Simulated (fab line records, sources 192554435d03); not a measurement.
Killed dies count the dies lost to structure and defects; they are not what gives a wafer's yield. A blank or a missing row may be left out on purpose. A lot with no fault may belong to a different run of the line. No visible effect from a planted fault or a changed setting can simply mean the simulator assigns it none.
Matching of chambers || flow n5 finfet || rie diel-06 running N5_HKMG_FIN_STRIP_34: 4 sister chambers
The step strips in CF4. 8 wafers are shown with their chamber, then 9 later ones without.

## EACH WAFER AND ITS CHAMBER
{"wafer": "L085.1", "chamber": 1, "drypump motor current A (A)": 4.8, "showerhead plenum p Torr (Torr)": 1.74}
{"wafer": "L085.2", "chamber": 2, "drypump motor current A (A)": 5.4, "showerhead plenum p Torr (Torr)": 1.71}
{"wafer": "L085.5", "chamber": 0, "drypump motor current A (A)": 5.2, "showerhead plenum p Torr (Torr)": 1.77}
{"wafer": "L091.4", "chamber": 2, "drypump motor current A (A)": 5.4, "showerhead plenum p Torr (Torr)": 1.71}
{"wafer": "L092.4", "chamber": 0, "drypump motor current A (A)": 5.1, "showerhead plenum p Torr (Torr)": 1.76}
{"wafer": "L093.1", "chamber": 3, "drypump motor current A (A)": 6.7, "showerhead plenum p Torr (Torr)": 1.76}
{"wafer": "L093.3", "chamber": 1, "drypump motor current A (A)": 4.8, "showerhead plenum p Torr (Torr)": 1.74}
{"wafer": "L093.5", "chamber": 3, "drypump motor current A (A)": 6.7, "showerhead plenum p Torr (Torr)": 1.76}

## WAFERS WHOSE CHAMBER IS MISSING
{"wafer": "L094.1", "drypump motor current A (A)": 6.7, "showerhead plenum p Torr (Torr)": 1.76}
{"wafer": "L094.2", "drypump motor current A (A)": 5.2, "showerhead plenum p Torr (Torr)": 1.76}
{"wafer": "L094.5", "drypump motor current A (A)": 5.4, "showerhead plenum p Torr (Torr)": 1.71}
{"wafer": "L095.2", "drypump motor current A (A)": 5.2, "showerhead plenum p Torr (Torr)": 1.76}
{"wafer": "L095.3", "drypump motor current A (A)": 5.4, "showerhead plenum p Torr (Torr)": 1.70}
{"wafer": "L095.5", "drypump motor current A (A)": 4.8, "showerhead plenum p Torr (Torr)": 1.74}
{"wafer": "L096.2", "drypump motor current A (A)": 5.4, "showerhead plenum p Torr (Torr)": 1.70}
{"wafer": "L096.4", "drypump motor current A (A)": 6.7, "showerhead plenum p Torr (Torr)": 1.76}
{"wafer": "L096.6", "drypump motor current A (A)": 5.4, "showerhead plenum p Torr (Torr)": 1.70}

## WHICH CHAMBER EACH WENT THROUGH
{"wafer": "L094.1", "from the rows above": 3, "in truth": 3}
{"wafer": "L094.2", "from the rows above": 0, "in truth": 0}
{"wafer": "L094.5", "from the rows above": 2, "in truth": 2}
{"wafer": "L095.2", "from the rows above": 0, "in truth": 0}
{"wafer": "L095.3", "from the rows above": 2, "in truth": 2}
{"wafer": "L095.5", "from the rows above": 1, "in truth": 1}
{"wafer": "L096.2", "from the rows above": 2, "in truth": 2}
{"wafer": "L096.4", "from the rows above": 3, "in truth": 3}
{"wafer": "L096.6", "from the rows above": 2, "in truth": 2}
Correctly placed: 9 of 9. Left unplaced by these rows: 0. Number placed wrongly: 0.
How it was worked out, from the rows above alone: a wafer's distance from a chamber is the root of the sum, over the readings, of the square of ((its reading less the chamber's mean) divided by the reading's scatter). The wafer belongs to the nearest chamber; if the next one is less than 2 further off, it can't be placed. A chamber's mean is the mean of its shown wafers. The scatter: take each reading less its chamber's mean, square it, sum over the shown wafers, divide by the number of wafers less the number of chambers, and take the root.
